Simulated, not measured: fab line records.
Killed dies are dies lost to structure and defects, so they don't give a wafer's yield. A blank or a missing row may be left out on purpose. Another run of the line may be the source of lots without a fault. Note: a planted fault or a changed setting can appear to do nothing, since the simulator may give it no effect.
fab line records | flow n5Finfet
record: lots: 11 | wafers: 33 | lastDay: 17
route steps=1938 shown BEOL_M10@1531 BEOL_M11@1538 PASSIVATION@1936
lots that met no fault: taken from a fault-free run of the same line
startH: start of the lot's first displayed wafer, in hours after the record's first day | waitH: time in hours since the lot's previous step | " as in the row above | L1.1+2: a single row standing in for several wafers | - no value, or no start given | * or withheld: withheld | < > ~ a bound
route shown NAME@n: NAME is a module with steps in the file, n the number in the route of the first one | usual: mean/standard deviation of fault-free wafers | same: alike in all rows | chamber/n: place in a boat | sites: readings site by site | _std_site: how widely they spread, as a standard deviation | _edge_site: inner sites' mean taken away from outer sites' mean | radiusMm: how far each site lies from the wafer's centre | mask NAME#n: copy n | behind: the most recent tool/chamber to have shaped the wafer | hold: reason for holding the lot/hours on hold/outcome of the hold | device: the n, p or np transistor that did not switch | end of line: the route-end tests of the same wafers | a step without rows: its recipe alone | killed: at the first sort, the dies lost to defects and structure; wafer yield is something else | map: a wafer's dies, marking killed ones x, the rest . and places with no die _
set.NAME: setting as actually run; set.NAME@STEP: the setting as run at that earlier step | model.NAME: the simulator's own value behind a step, which no gauge read
a sample of lots followed through the steps of the route, with each step as a table and each wafer as a row
services: when a tool's chamber went out of use (startH, in hours from the record's first day, below 0 if earlier), for how many hours, and the reason
== steps ==
step: N5_BEOL_M10_THK_MEAS_53
recipe: thkMeasGauge: xrf | reads: Cu_of_BEOL_M10_ECD_50
usual: M10_THK: 137.4/2.6
lot.wafer | tool         | chamber | startH | waitH | M10_THK[nm]
L813.2    | filmMetro-01 | -       | 222.55 | -     | 133.1
L813.5    | "            | -       | "      | "     | 132.1
L813.6    | "            | -       | "      | "     | 135.7
L814.3    | filmMetro-01 | -       | 227.36 | -     | 136.2
L814.4    | "            | -       | "      | "     | 138.1
L814.5    | "            | -       | "      | "     | 137.8
L817.1    | filmMetro-01 | -       | 253.34 | -     | 138.6
L817.3    | "            | -       | "      | "     | 138.2
L817.6    | "            | -       | "      | "     | 139.0
L822.1    | filmMetro-02 | -       | 265.51 | -     | 139.0
L822.2    | "            | -       | "      | "     | 141.2
L822.4    | "            | -       | "      | "     | 138.1
L821.1    | filmMetro-02 | -       | 265.96 | -     | 137.1
L821.4    | "            | -       | "      | "     | 138.0
L821.6    | "            | -       | "      | "     | 134.4
L825.1    | filmMetro-02 | -       | 290.05 | -     | 138.2
L825.2    | "            | -       | "      | "     | 135.7
L825.4    | "            | -       | "      | "     | 139.2
L826.2    | filmMetro-02 | -       | 297.43 | -     | 135.5
L826.5    | "            | -       | "      | "     | 135.8
L826.6    | "            | -       | "      | "     | 135.3
L827.2    | filmMetro-02 | -       | 308.06 | -     | 140.4
L827.3    | "            | -       | "      | "     | 136.3
L827.5    | "            | -       | "      | "     | 138.0
L831.1    | filmMetro-02 | -       | 331.33 | -     | 138.5
L831.4    | "            | -       | "      | "     | 137.5
L831.6    | "            | -       | "      | "     | 138.1
L833.2    | filmMetro-02 | -       | 341.19 | -     | 138.4
L833.3    | "            | -       | "      | "     | 135.8
L833.4    | "            | -       | "      | "     | 138.5
L835.2    | filmMetro-02 | -       | 354.41 | -     | 138.8
L835.3    | "            | -       | "      | "     | 141.5
L835.6    | "            | -       | "      | "     | 138.3
step: N5_BEOL_M11_THK_MEAS_01
recipe: reads: SiCOH_lowk_of_BEOL_M11_ILD_DEP_00
usual: M11_ILD_THK: 268/3.3
lot.wafer | tool         | chamber | startH | waitH | M11_ILD_THK[nm]
L813.2    | filmMetro-01 | -       | 223.34 | 0.4   | 267
L813.5    | "            | -       | "      | "     | 271
L813.6    | "            | -       | "      | "     | 273
L814.3    | filmMetro-01 | -       | 228.41 | 0.3   | 267
L814.4    | "            | -       | "      | "     | 268
L814.5    | "            | -       | "      | "     | 267
L817.1    | filmMetro-01 | -       | 254.32 | 0.4   | 264
L817.3    | "            | -       | "      | "     | 269
L817.6    | "            | -       | "      | "     | 268
L822.1    | filmMetro-01 | -       | 266.30 | 0.4   | 266
L822.2    | "            | -       | "      | "     | 266
L822.4    | "            | -       | "      | "     | 271
L821.1    | filmMetro-01 | -       | 266.75 | 0.4   | 267
L821.4    | "            | -       | "      | "     | 274
L821.6    | "            | -       | "      | "     | 269
L825.1    | filmMetro-01 | -       | 291.35 | 0.4   | 262
L825.2    | "            | -       | "      | "     | 265
L825.4    | "            | -       | "      | "     | 271
L826.2    | filmMetro-01 | -       | 298.22 | 0.4   | 269
L826.5    | "            | -       | "      | "     | 272
L826.6    | "            | -       | "      | "     | 272
L827.2    | filmMetro-02 | -       | 308.90 | 0.4   | 265
L827.3    | "            | -       | "      | "     | 263
L827.5    | "            | -       | "      | "     | 274
L831.1    | filmMetro-02 | -       | 332.80 | 0.8   | 269
L831.4    | "            | -       | "      | "     | 273
L831.6    | "            | -       | "      | "     | 271
L833.2    | filmMetro-01 | -       | 343.44 | 0.7   | 262
L833.3    | "            | -       | "      | "     | 266
L833.4    | "            | -       | "      | "     | 268
L835.2    | filmMetro-01 | -       | 355.20 | 0.4   | 263
L835.3    | "            | -       | "      | "     | 267
L835.6    | "            | -       | "      | "     | 268
step: N5_BEOL_M11_STRIP_67
recipe: chemistry: CF4 | resist: SiARC | powerW: 300 | biasPowerW: 75 | pressureMtorr: 50 | cf4FlowSccm: 150 | rfFrequencyHz: 6e+07
usual: chamberPressureMTorr: 50.00/0.047 | drypumpMotorCurrentA: 5.6/0.58 | oesProductAu: 0.79/0.089 | rfVppV: 271.0/1.8 | showerheadPlenumPTorr: 1.79/0.071 | throttleValvePct: 13.52/0.2
lot.wafer | tool       | chamber | startH | waitH | chamberPressureMTorr | drypumpMotorCurrentA | oesProductAu | rfHoursCounterH | rfVppV | showerheadPlenumPTorr | throttleValvePct
L813.2    | rieDiel-03 | 0       | 225.99 | 0.0   | 50.00                | 5.4                  | 0.70         | 240             | 272.0  | 1.85                  | 13.66
L813.5    | "          | 0       | "      | "     | 50.02                | 5.4                  | 0.70         | -               | 273.3  | 1.85                  | 13.66
L813.6    | "          | 1       | "      | "     | 49.96                | 5.4                  | 0.73         | -               | 274.1  | 1.85                  | 13.50
L814.3    | rieDiel-05 | 1       | 230.70 | 0.0   | 49.97                | 6.0                  | 0.94         | 8               | 272.1  | 1.76                  | 13.38
L814.4    | "          | 0       | "      | "     | 49.97                | 4.7                  | 0.84         | 55              | 270.3  | 1.75                  | 13.35
L814.5    | "          | 2       | "      | "     | 50.02                | 6.2                  | 0.71         | -               | 269.9  | 1.71                  | 13.76
L817.1    | rieDiel-01 | 0       | 255.48 | 0.0   | 49.96                | 6.0                  | 0.96         | 10              | 272.7  | 1.83                  | 13.33
L817.3    | "          | 1       | "      | "     | 50.00                | 5.8                  | 0.87         | 57              | 272.2  | 1.89                  | 13.35
L817.6    | "          | 1       | "      | "     | 49.94                | 5.8                  | 0.86         | -               | 273.4  | 1.89                  | 13.36
L822.1    | rieDiel-03 | 1       | 269.28 | 0.0   | 49.99                | 5.4                  | 0.72         | 203             | 272.0  | 1.84                  | 13.55
L822.2    | "          | 3       | "      | "     | 49.96                | 5.2                  | 0.75         | 152             | 268.8  | 1.67                  | 13.53
L822.4    | "          | 1       | "      | "     | 50.03                | 5.5                  | 0.72         | -               | 273.1  | 1.84                  | 13.54
L821.1    | rieDiel-05 | 3       | 269.55 | 0.0   | 49.97                | 6.8                  | 0.75         | 173             | 270.6  | 1.72                  | 13.68
L821.4    | "          | 0       | "      | "     | 50.01                | 4.7                  | 0.83         | 67              | 270.9  | 1.74                  | 13.41
L821.6    | "          | 2       | "      | "     | 49.96                | 6.2                  | 0.70         | -               | 269.5  | 1.71                  | 13.79
L825.1    | rieDiel-01 | 3       | 293.21 | 0.0   | 49.98                | 4.9                  | 0.88         | 33              | 272.2  | 1.83                  | 13.20
L825.2    | "          | 0       | "      | "     | 50.05                | 6.0                  | 0.92         | 24              | 271.2  | 1.83                  | 13.37
L825.4    | "          | 2       | "      | "     | 49.94                | 6.3                  | 0.72         | 213             | 271.2  | 1.84                  | 13.96
L826.2    | rieDiel-05 | 0       | 301.88 | 0.0   | 50.09                | 4.8                  | 0.82         | 76              | 271.4  | 1.74                  | 13.39
L826.5    | "          | 3       | "      | "     | 50.03                | 6.8                  | 0.74         | -               | 269.8  | 1.71                  | 13.71
L826.6    | "          | 2       | "      | "     | 49.98                | 6.2                  | 0.69         | -               | 268.6  | 1.70                  | 13.81
L827.2    | rieDiel-05 | 0       | 310.44 | 0.0   | 50.07                | 4.6                  | 0.82         | 79              | 269.9  | 1.74                  | 13.40
L827.3    | "          | 3       | "      | "     | 50.02                | 6.8                  | 0.74         | 186             | 269.9  | 1.71                  | 13.71
L827.5    | "          | 2       | "      | "     | 49.95                | 6.2                  | 0.69         | -               | 270.0  | 1.70                  | 13.81
L831.1    | rieDiel-05 | 0       | 333.71 | 0.0   | 49.98                | 4.7                  | 0.81         | 86              | 269.2  | 1.74                  | 13.42
L831.4    | "          | 3       | "      | "     | 49.99                | 6.8                  | 0.73         | 193             | 269.5  | 1.71                  | 13.71
L831.6    | "          | 3       | "      | "     | 49.96                | 6.8                  | 0.73         | -               | 269.3  | 1.71                  | 13.72
L833.2    | rieDiel-03 | 0       | 346.25 | 0.0   | 50.03                | 5.4                  | 0.91         | 22              | 271.6  | 1.83                  | 13.17
L833.3    | "          | 2       | "      | "     | 50.05                | 5.2                  | 0.71         | 200             | 272.7  | 1.84                  | 13.65
L833.4    | "          | 1       | "      | "     | 50.02                | 5.4                  | 0.70         | 225             | 272.7  | 1.83                  | 13.60
L835.2    | rieDiel-03 | 2       | 356.65 | 0.0   | 50.05                | 5.1                  | 0.71         | 203             | 272.1  | 1.84                  | 13.62
L835.3    | "          | 0       | "      | "     | 50.01                | 5.3                  | 0.90         | 26              | 271.7  | 1.83                  | 13.18
L835.6    | "          | 0       | "      | "     | 50.00                | 5.4                  | 0.90         | -               | 271.6  | 1.83                  | 13.19
step: N5_BEOL_M11_COAT_64
recipe: resist: SiARC | tempC: 220 | timeS: 60 | spinRpm: 1500 | resistThkNm: 30
usual: spinSpeedRpm: 1500.3/0.99
lot.wafer | tool          | chamber | startH | waitH | spinSpeedRpm
L813.2    | lithoTrack-04 | 0       | 228.94 | -     | 1500.2
L813.5    | "             | 0       | "      | "     | 1501.6
L813.6    | "             | 0       | "      | "     | 1500.6
L814.3    | lithoTrack-03 | 0       | 231.55 | -     | 1502.4
L814.4    | "             | 0       | "      | "     | 1501.2
L814.5    | "             | 0       | "      | "     | 1501.0
L817.1    | lithoTrack-04 | 0       | 257.50 | -     | 1585.6
L817.3    | "             | 0       | "      | "     | 1586.6
L817.6    | "             | 0       | "      | "     | 1586.0
L822.1    | lithoTrack-03 | 0       | 271.36 | -     | 1501.1
L822.2    | "             | 0       | "      | "     | 1500.9
L822.4    | "             | 0       | "      | "     | 1500.4
L821.1    | lithoTrack-04 | 0       | 271.36 | -     | 1583.9
L821.4    | "             | 0       | "      | "     | 1585.0
L821.6    | "             | 0       | "      | "     | 1584.8
L825.1    | lithoTrack-05 | 0       | 295.29 | -     | 1500.3
L825.2    | "             | 0       | "      | "     | 1501.1
L825.4    | "             | 0       | "      | "     | 1499.9
L826.2    | lithoTrack-03 | 0       | 302.24 | -     | 1501.1
L826.5    | "             | 0       | "      | "     | 1500.4
L826.6    | "             | 0       | "      | "     | 1499.7
L827.2    | lithoTrack-03 | 0       | 311.28 | -     | 1500.2
L827.3    | "             | 0       | "      | "     | 1499.3
L827.5    | "             | 0       | "      | "     | 1500.0
L831.1    | lithoTrack-04 | 0       | 334.71 | -     | 1499.5
L831.4    | "             | 0       | "      | "     | 1502.2
L831.6    | "             | 0       | "      | "     | 1499.5
L833.2    | lithoTrack-03 | 0       | 346.55 | -     | 1499.6
L833.3    | "             | 0       | "      | "     | 1500.0
L833.4    | "             | 0       | "      | "     | 1502.3
L835.2    | lithoTrack-04 | 0       | 357.73 | -     | 1500.1
L835.3    | "             | 0       | "      | "     | 1500.2
L835.6    | "             | 0       | "      | "     | 1500.0
step: N5_PASSIVATION_PROBE_49
usual: defectLimitedYield: 91.1/1.3 | killed_at_M0_to_M3: 36/10 | killed_at_M4_up: 14/4.4 | killedAtContacts: 14/5.7 | killedAtFrontEnd: 39/9.4 | killedAtOther: 2.9/2.6 | killedDies: 105/15 | killedOpen: 70/12 | killedShort: 34/7.1 | sort_bin_5_function: 5.3/0.77 | sort_bin_6_memory: 3.3/0.66 | sortNPass: 1075/15 | sortYieldPct: 91.1/1.3
same: grossDies: 1180 | killedAtBackSide: 0 | sort_bin_4_leakage[%]: 0 | sort_bin_8_speed[%]: 0
lot.wafer | tool      | chamber | startH | waitH | defectLimitedYield[%] | killed_at_M0_to_M3 | killed_at_M4_up | killedAtContacts | killedAtFrontEnd | killedAtOther | killedDies | killedOpen | killedShort | sort_bin_5_function[%] | sort_bin_6_memory[%] | sortNPass | sortYieldPct[%]
L813.2    | prober-02 | -       | 274.92 | 0.1   | 91.7                  | 24                 | 11              | 19               | 37               | 7             | 98         | 62         | 36          | 4.6                    | 3.1                  | 1082      | 91.7
L813.5    | prober-02 | -       | 275.07 | 0.2   | 92.3                  | 38                 | 12              | 18               | 20               | 3             | 91         | 62         | 28          | 4.4                    | 2.9                  | 1089      | 92.3
L813.6    | prober-02 | -       | 275.12 | 0.3   | 92.1                  | 26                 | 18              | 8                | 39               | 2             | 93         | 64         | 29          | 5.3                    | 2.4                  | 1087      | 92.1
L814.3    | prober-01 | -       | 280.80 | 0.1   | 91.1                  | 36                 | 19              | 13               | 36               | 1             | 105        | 61         | 42          | 5.5                    | 3.1                  | 1075      | 91.1
L814.4    | prober-01 | -       | 280.85 | 0.2   | 91.6                  | 34                 | 13              | 8                | 40               | 4             | 99         | 63         | 33          | 4.6                    | 3.4                  | 1081      | 91.6
L814.5    | prober-01 | -       | 280.90 | 0.2   | 93.2                  | 27                 | 8               | 6                | 37               | 2             | 80         | 52         | 27          | 4.2                    | 2.5                  | 1100      | 93.2
L817.1    | prober-01 | -       | 298.49 | 0.0   | 90.8                  | 34                 | 12              | 9                | 54               | 0             | 109        | 72         | 37          | 5.4                    | 3.3                  | 1071      | 90.8
L817.3    | prober-01 | -       | 298.59 | 0.1   | 89.0                  | 40                 | 17              | 8                | 58               | 7             | 130        | 91         | 38          | 7.0                    | 3.8                  | 1050      | 89.0
L817.6    | prober-01 | -       | 298.74 | 0.3   | 89.0                  | 50                 | 22              | 12               | 42               | 4             | 130        | 89         | 38          | 6.7                    | 3.9                  | 1050      | 89.0
L822.1    | prober-02 | -       | 315.24 | 0.0   | 90.8                  | 36                 | 15              | 9                | 43               | 6             | 109        | 66         | 42          | 5.6                    | 3.4                  | 1071      | 90.8
L822.2    | prober-02 | -       | 315.29 | 0.1   | 91.8                  | 41                 | 13              | 8                | 35               | 0             | 97         | 66         | 31          | 5.2                    | 2.9                  | 1083      | 91.8
L822.4    | prober-02 | -       | 315.39 | 0.2   | 91.5                  | 41                 | 12              | 14               | 29               | 4             | 100        | 55         | 44          | 5.2                    | 2.8                  | 1080      | 91.5
L821.1    | prober-02 | -       | 316.88 | 0.0   | 91.0                  | 27                 | 12              | 20               | 40               | 7             | 106        | 74         | 29          | 4.8                    | 3.7                  | 1074      | 91.0
L821.4    | prober-02 | -       | 317.03 | 0.2   | 90.4                  | 36                 | 15              | 7                | 52               | 3             | 113        | 80         | 30          | 5.3                    | 4.0                  | 1067      | 90.4
L821.6    | prober-02 | -       | 317.13 | 0.3   | 91.5                  | 24                 | 8               | 12               | 49               | 7             | 100        | 71         | 29          | 5.3                    | 3.1                  | 1080      | 91.5
L825.1    | prober-01 | -       | 336.23 | 0.0   | 91.5                  | 35                 | 14              | 24               | 27               | 0             | 100        | 84         | 16          | 5.6                    | 2.7                  | 1080      | 91.5
L825.2    | prober-01 | -       | 336.28 | 0.1   | 90.2                  | 35                 | 21              | 16               | 43               | 1             | 116        | 73         | 42          | 6.2                    | 3.2                  | 1064      | 90.2
L825.4    | prober-01 | -       | 336.38 | 0.2   | 92.1                  | 33                 | 8               | 15               | 36               | 1             | 93         | 62         | 31          | 4.5                    | 3.1                  | 1087      | 92.1
L826.2    | prober-01 | -       | 345.69 | 0.1   | 91.4                  | 41                 | 12              | 12               | 29               | 7             | 101        | 70         | 31          | 5.1                    | 3.3                  | 1079      | 91.4
L826.5    | prober-01 | -       | 345.84 | 0.2   | 90.1                  | 48                 | 14              | 16               | 33               | 6             | 117        | 77         | 38          | 6.2                    | 3.5                  | 1063      | 90.1
L826.6    | prober-01 | -       | 345.89 | 0.3   | 91.9                  | 39                 | 11              | 8                | 35               | 2             | 95         | 60         | 35          | 5.5                    | 2.2                  | 1085      | 91.9
L833.2    | prober-02 | -       | 390.22 | 0.1   | 90.8                  | 37                 | 8               | 14               | 46               | 4             | 109        | 73         | 34          | 5.3                    | 3.5                  | 1071      | 90.8
L833.3    | prober-02 | -       | 390.27 | 0.1   | 89.5                  | 49                 | 12              | 6                | 55               | 2             | 124        | 79         | 45          | 5.9                    | 4.3                  | 1056      | 89.5
L833.4    | prober-02 | -       | 390.32 | 0.2   | 89.8                  | 40                 | 11              | 16               | 52               | 1             | 120        | 73         | 47          | 6.2                    | 3.6                  | 1060      | 89.8
L835.2    | prober-02 | -       | 403.46 | 0.1   | 93.8                  | 23                 | 14              | 8                | 28               | 0             | 73         | 50         | 23          | 4.4                    | 1.5                  | 1107      | 93.8
L835.3    | prober-02 | -       | 403.51 | 0.1   | 92.0                  | 29                 | 17              | 15               | 32               | 1             | 94         | 62         | 30          | 4.5                    | 3.1                  | 1086      | 92.0
L835.6    | prober-02 | -       | 403.66 | 0.3   | 91.9                  | 20                 | 17              | 18               | 37               | 3             | 95         | 66         | 23          | 4.9                    | 2.5                  | 1085      | 91.9
killed by level:class
L813.2 MOL_CONTACT_COAG:geometricParticle:open=15 BEOL_M0_SAQP:geometricParticle:open=11 FIN_SAQP:geometricParticle:short=9 STI_FIN_REVEAL:geometricParticle:open=6 BEOL_M3:geometricParticle:open=5 MOL_CONTACT_COAG:geometricParticle:short=4 STARTING-WAFER:geometricParticle:open=4 STARTING-WAFER:geometricParticle:short=4
L813.5 MOL_CONTACT_COAG:geometricParticle:open=13 BEOL_M2:geometricParticle:open=9 BEOL_M0_SAQP:geometricParticle:short=6 BEOL_M1:geometricParticle:open=6 BEOL_M4:geometricParticle:open=6 BEOL_M3:geometricParticle:open=5 MOL_CONTACT_COAG:geometricParticle:short=5 BEOL_M0_SAQP:geometricParticle:open=5
L813.6 BEOL_M4:geometricParticle:open=11 MOL_CONTACT_COAG:geometricParticle:open=8 BEOL_M2:geometricParticle:open=8 STI_FIN_REVEAL:geometricParticle:open=7 BEOL_M3:geometricParticle:open=7 DUMMY_GATE:geometricParticle:open=6 GATE_CUT:geometricParticle:short=6 FIN_SAQP:geometricParticle:open=5
L814.3 BEOL_M0_SAQP:geometricParticle:open=12 MOL_CONTACT_COAG:geometricParticle:open=10 BEOL_M0_SAQP:geometricParticle:short=9 FIN_SAQP:geometricParticle:short=7 GATE_CUT:geometricParticle:short=6 BEOL_M4:geometricParticle:open=6 STI_FIN_REVEAL:geometricParticle:open=5 BEOL_M1:geometricParticle:open=5
L814.4 BEOL_M2:geometricParticle:open=11 FIN_SAQP:geometricParticle:open=8 STI_FIN_REVEAL:geometricParticle:open=8 BEOL_M0_SAQP:geometricParticle:short=7 MOL_CONTACT_COAG:geometricParticle:open=7 FIN_SAQP:geometricParticle:short=6 BEOL_M0_SAQP:geometricParticle:open=5 BEOL_M3:geometricParticle:open=5
L814.5 BEOL_M0_SAQP:geometricParticle:open=11 STI_FIN_REVEAL:geometricParticle:open=10 DUMMY_GATE:geometricParticle:open=6 FIN_SAQP:geometricParticle:open=5 FIN_SAQP:geometricParticle:short=4 BEOL_M0_SAQP:geometricParticle:short=4 BEOL_M3:geometricParticle:open=4 MOL_CONTACT_COAG:geometricParticle:open=3
L817.1 STI_FIN_REVEAL:geometricParticle:open=17 FIN_SAQP:geometricParticle:open=14 BEOL_M0_SAQP:geometricParticle:short=8 MOL_CONTACT_COAG:geometricParticle:open=7 BEOL_M3:geometricParticle:open=6 BEOL_M0_SAQP:geometricParticle:open=5 BEOL_M1:geometricParticle:open=5 STARTING-WAFER:geometricParticle:open=5
L817.3 STI_FIN_REVEAL:geometricParticle:open=21 BEOL_M3:geometricParticle:open=11 MOL_CONTACT_COAG:geometricParticle:open=8 BEOL_M0_SAQP:geometricParticle:open=8 FIN_SAQP:geometricParticle:short=7 FIN_SAQP:geometricParticle:open=7 BEOL_M4:geometricParticle:open=7 BEOL_M1:geometricParticle:open=6
L817.6 FIN_SAQP:geometricParticle:open=17 MOL_CONTACT_COAG:geometricParticle:open=10 BEOL_M0_SAQP:geometricParticle:short=9 BEOL_M4:geometricParticle:open=9 BEOL_M3:geometricParticle:open=8 DUMMY_GATE:geometricParticle:open=7 BEOL_M1:geometricParticle:open=7 STI_FIN_REVEAL:geometricParticle:open=6
L822.1 FIN_SAQP:geometricParticle:short=12 BEOL_M4:geometricParticle:open=10 STI_FIN_REVEAL:geometricParticle:open=9 BEOL_M0_SAQP:geometricParticle:open=8 GATE_CUT:geometricParticle:short=7 BEOL_M0_SAQP:geometricParticle:short=7 BEOL_M3:geometricParticle:open=6 MOL_CONTACT_COAG:geometricParticle:open=6
L822.2 BEOL_M0_SAQP:geometricParticle:short=12 BEOL_M0_SAQP:geometricParticle:open=10 BEOL_M3:geometricParticle:open=8 STI_FIN_REVEAL:geometricParticle:open=7 BEOL_M4:geometricParticle:open=7 FIN_SAQP:geometricParticle:open=5 GATE_CUT:geometricParticle:short=5 MOL_CONTACT_COAG:geometricParticle:open=5
L822.4 FIN_SAQP:geometricParticle:short=11 MOL_CONTACT_COAG:geometricParticle:open=10 BEOL_M3:geometricParticle:open=8 BEOL_M0_SAQP:geometricParticle:short=6 BEOL_M0_SAQP:geometricParticle:open=6 BEOL_M1:geometricParticle:open=6 BEOL_M4:geometricParticle:open=6 GATE_CUT:geometricParticle:short=5
L821.1 MOL_CONTACT_COAG:geometricParticle:open=16 STI_FIN_REVEAL:geometricParticle:open=12 BEOL_M0:geometricParticle:open=8 BEOL_M4:geometricParticle:open=6 FIN_SAQP:geometricParticle:short=5 FIN_SAQP:geometricParticle:open=4 MOL_CONTACT_COAG:geometricParticle:short=4 BEOL_M2:geometricParticle:open=4
L821.4 STI_FIN_REVEAL:geometricParticle:open=18 FIN_SAQP:geometricParticle:open=9 BEOL_M3:geometricParticle:open=8 FIN_SAQP:geometricParticle:short=7 BEOL_M0_SAQP:geometricParticle:open=7 MOL_CONTACT_COAG:geometricParticle:open=6 BEOL_M1:geometricParticle:open=5 BEOL_M4:geometricParticle:open=5
L821.6 STI_FIN_REVEAL:geometricParticle:open=12 MOL_CONTACT_COAG:geometricParticle:open=8 FIN_SAQP:geometricParticle:open=7 BEOL_M0_SAQP:geometricParticle:short=6 BEOL_M3:geometricParticle:open=6 FIN_SAQP:geometricParticle:short=5 DUMMY_GATE:geometricParticle:open=5 BEOL_M4:geometricParticle:open=5
L825.1 MOL_CONTACT_COAG:geometricParticle:open=19 BEOL_M2:geometricParticle:open=10 FIN_SAQP:geometricParticle:open=8 BEOL_M3:geometricParticle:open=8 BEOL_M1:geometricParticle:open=7 STI_FIN_REVEAL:geometricParticle:open=6 MOL_CONTACT_COAG:geometricParticle:short=5 GATE_CUT:geometricParticle:open=4
L825.2 FIN_SAQP:geometricParticle:short=14 MOL_CONTACT_COAG:geometricParticle:open=12 BEOL_M2:geometricParticle:open=11 FIN_SAQP:geometricParticle:open=9 BEOL_M4:geometricParticle:open=8 BEOL_M3:geometricParticle:open=7 BEOL_M0_SAQP:geometricParticle:short=6 BEOL_M0_SAQP:geometricParticle:open=5
L825.4 BEOL_M3:geometricParticle:open=11 FIN_SAQP:geometricParticle:open=8 MOL_CONTACT_COAG:geometricParticle:open=8 MOL_CONTACT_COAG:geometricParticle:short=7 BEOL_M0_SAQP:geometricParticle:open=6 GATE_CUT:geometricParticle:short=5 BEOL_M2:geometricParticle:open=5 FIN_SAQP:geometricParticle:short=4
L826.2 MOL_CONTACT_COAG:geometricParticle:open=10 BEOL_M4:geometricParticle:open=9 STI_FIN_REVEAL:geometricParticle:open=7 BEOL_M0_SAQP:geometricParticle:open=7 BEOL_M2:geometricParticle:open=7 BEOL_M3:geometricParticle:open=7 BEOL_M3:geometricParticle:short=6 BEOL_M0_SAQP:geometricParticle:short=5
L826.5 BEOL_M2:geometricParticle:open=12 MOL_CONTACT_COAG:geometricParticle:open=11 BEOL_M3:geometricParticle:open=10 BEOL_M0_SAQP:geometricParticle:short=8 BEOL_M0_SAQP:geometricParticle:open=7 STI_FIN_REVEAL:geometricParticle:open=6 BEOL_M4:geometricParticle:open=6 DUMMY_GATE:geometricParticle:open=5
L826.6 BEOL_M3:geometricParticle:open=13 STI_FIN_REVEAL:geometricParticle:open=10 BEOL_M1:geometricParticle:open=7 BEOL_M4:geometricParticle:open=7 MOL_CONTACT_COAG:geometricParticle:open=6 DUMMY_GATE:geometricParticle:open=5 BEOL_M2:geometricParticle:short=5 BEOL_M0_SAQP:geometricParticle:short=4
L833.2 FIN_SAQP:geometricParticle:open=12 MOL_CONTACT_COAG:geometricParticle:open=12 BEOL_M0_SAQP:geometricParticle:open=8 BEOL_M1:geometricParticle:open=7 FIN_SAQP:geometricParticle:short=5 STI_FIN_REVEAL:geometricParticle:open=5 STARTING-WAFER:geometricParticle:open=5 BEOL_M0_SAQP:geometricParticle:short=4
L833.3 STI_FIN_REVEAL:geometricParticle:open=12 BEOL_M2:geometricParticle:open=11 BEOL_M0_SAQP:geometricParticle:short=10 FIN_SAQP:geometricParticle:short=9 BEOL_M1:geometricParticle:open=9 FIN_SAQP:geometricParticle:open=8 BEOL_M0_SAQP:geometricParticle:open=8 GATE_CUT:geometricParticle:short=7
L833.4 BEOL_M0_SAQP:geometricParticle:short=18 FIN_SAQP:geometricParticle:open=17 MOL_CONTACT_COAG:geometricParticle:open=12 BEOL_M0_SAQP:geometricParticle:open=12 FIN_SAQP:geometricParticle:short=7 STI_FIN_REVEAL:geometricParticle:open=6 GATE_CUT:geometricParticle:short=6 BEOL_M0:geometricParticle:open=5
L835.2 FIN_SAQP:geometricParticle:short=9 BEOL_M4:geometricParticle:open=8 STI_FIN_REVEAL:geometricParticle:open=7 MOL_CONTACT_COAG:geometricParticle:open=7 BEOL_M0_SAQP:geometricParticle:open=7 FIN_SAQP:geometricParticle:open=6 BEOL_M0_SAQP:geometricParticle:short=6 BEOL_M1:geometricParticle:open=4
L835.3 MOL_CONTACT_COAG:geometricParticle:open=13 BEOL_M2:geometricParticle:open=7 FIN_SAQP:geometricParticle:short=6 BEOL_M0_SAQP:geometricParticle:open=6 BEOL_M4:geometricParticle:open=6 FIN_SAQP:geometricParticle:open=5 STI_FIN_REVEAL:geometricParticle:open=5 BEOL_M0_SAQP:geometricParticle:short=4
L835.6 MOL_CONTACT_COAG:geometricParticle:open=15 BEOL_M4:geometricParticle:open=9 FIN_SAQP:geometricParticle:open=6 STI_FIN_REVEAL:geometricParticle:open=6 BEOL_M2:geometricParticle:open=6 DUMMY_GATE:geometricParticle:open=5 BEOL_M1:geometricParticle:open=4 FIN_SAQP:geometricParticle:short=3
== services ==
tool          | chamber | startH | hours | kind
rieDiel-01    | -       | 202.49 | 2.8   | pm
lithoTrack-05 | -       | 222.53 | -     | consumableReplace:filter
lithoTrack-03 | -       | 223.66 | -     | consumableReplace:filter
rieDiel-01    | 2       | 247.19 | 13.3  | repair
rieDiel-03    | 2       | 251.67 | 11.3  | repair
rieDiel-03    | 0       | 263.00 | -     | clean
rieDiel-03    | 0       | 263.00 | -     | consumableReplace:focusRing
rieDiel-03    | 0       | 263.00 | 18.7  | scheduledDown
rieDiel-03    | 0       | 263.00 | 18.7  | ventCycle
rieDiel-01    | 2       | 276.08 | 10.4  | repair
rieDiel-03    | 1       | 291.76 | 7.9   | repair
lithoTrack-03 | -       | 336.82 | -     | consumableReplace:filter
== key ==
firstSign: step: N5_BEOL_M11_COAT_64 | reading: spinSpeedRpm | direction: up | sigmas: 86 | usual: * | struck: *
effect none on later readings
metAt N5_BEOL_M11_COAT_64
struckLots L817,L821
notActingAt N5_BEOL_M10_THK_MEAS_53,N5_BEOL_M11_THK_MEAS_01,N5_BEOL_M11_STRIP_67
onsetBetween 228.94 257.50
fault: kind: processParameterDrift | tool: lithoTrack-04 | chamber: - | onsetH: 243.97 | steps: N5_BEOL_M11_COAT_64 | channel: spinRpm | offset: * | shape: step | endH: 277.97 | actsIn: * | stated: *
